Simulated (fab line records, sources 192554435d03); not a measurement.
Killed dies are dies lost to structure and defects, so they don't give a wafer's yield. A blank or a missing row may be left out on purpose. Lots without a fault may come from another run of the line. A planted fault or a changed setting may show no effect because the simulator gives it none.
Split-lot experiment | flow n5_finfet | 7 lots, 21 wafers read, on a route of 1938 steps

THE SPLIT
At N5_BEOL_M5_VIA_ETCH_34 (etches SiCOH lowk in C4F6/O2, target depth 88.3 nm, time 39.2 s), the setting bias_w was moved away from the recipe's 185 W on 9 of the 21 wafers read, by -9.5% to +17.6%. The other wafers ran this setting at the recipe's value.

The reading is taken at the split's own step.

THE READING
rf_vpp_V, in V, at N5_BEOL_M5_VIA_ETCH_34 (etches SiCOH lowk in C4F6/O2, target depth 88.3 nm, time 39.2 s). Fault-free wafers of this fab line usually give 668 V, standard deviation 9.6 V.

wafer  | tool, chamber at the split | bias_w as run, W | against the recipe | rf_vpp_V, V | against lot-mates on the recipe
L076.2 | rie_diel-01, 1             | 196              | +5.9%              | 695         | +3
L076.5 | rie_diel-01, 2             | 185              | recipe             | 692         | -
L076.6 | rie_diel-01, 3             | 196              | +5.9%              | 698         | +6
L079.1 | rie_diel-01, 0             | 185              | recipe             | 662         | -
L079.2 | rie_diel-01, 2             | 217.6            | +17.6%             | 784         | +122
L079.3 | rie_diel-01, 1             | 185              | recipe             | 661         | -
L080.1 | rie_diel-02, 3             | 215.8            | +16.6%             | 751         | +91
L080.3 | rie_diel-02, 2             | 215.8            | +16.6%             | 754         | +94
L080.6 | rie_diel-02, 0             | 185              | recipe             | 660         | -
L083.4 | rie_diel-01, 3             | 167.6            | -9.4%              | 616         | -50
L083.5 | rie_diel-01, 3             | 185              | recipe             | 666         | -
L083.6 | rie_diel-01, 0             | 167.6            | -9.4%              | 612         | -54
L086.2 | rie_diel-02, 2             | 185              | recipe             | 669         | -
L086.3 | rie_diel-02, 0             | 185              | recipe             | 663         | -
L086.4 | rie_diel-02, 1             | 185              | recipe             | 665         | -
L091.1 | rie_diel-01, 2             | 167.4            | -9.5%              | 639         | -28
L091.2 | rie_diel-01, 3             | 185              | recipe             | 667         | -
L091.3 | rie_diel-01, 1             | 167.4            | -9.5%              | 614         | -53
L092.3 | rie_diel-02, 0             | 185              | recipe             | 661         | -
L092.4 | rie_diel-02, 2             | 185              | recipe             | 668         | -
L092.5 | rie_diel-02, 2             | 185              | recipe             | 668         | -

THE FIT
A straight line over all 21 wafers: rf_vpp_V changes by +5.41 V for each +1% of bias_w; r = +0.98; the points scatter about the line by 9.9 V.
The same after taking each lot's own level away (the mean of its wafers on the recipe; 21 wafers): +5.45 V for each +1%; r = +0.96; scatter 12 V.
On that fit, the largest move of bias_w shifts the reading by 96 V.
The lots' own levels span 660.0 to 692.0 V, that is 3.3 times the standard deviation above.
So the lot-to-lot level changes the slope little: the two slopes agree.
Check: with one of the wafers moved furthest among these (+17.6%) left out of the fit, the line predicts +86.3 V for it against its lot-mates. It came out at +122 V against them.
Tool readings at the split's step, against how far the setting was moved: rf_vpp_V r = +0.98.

THE FILE'S OWN FIT
rf_vpp_V changes by +5.76 V for each +1% of bias_w, r = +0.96.
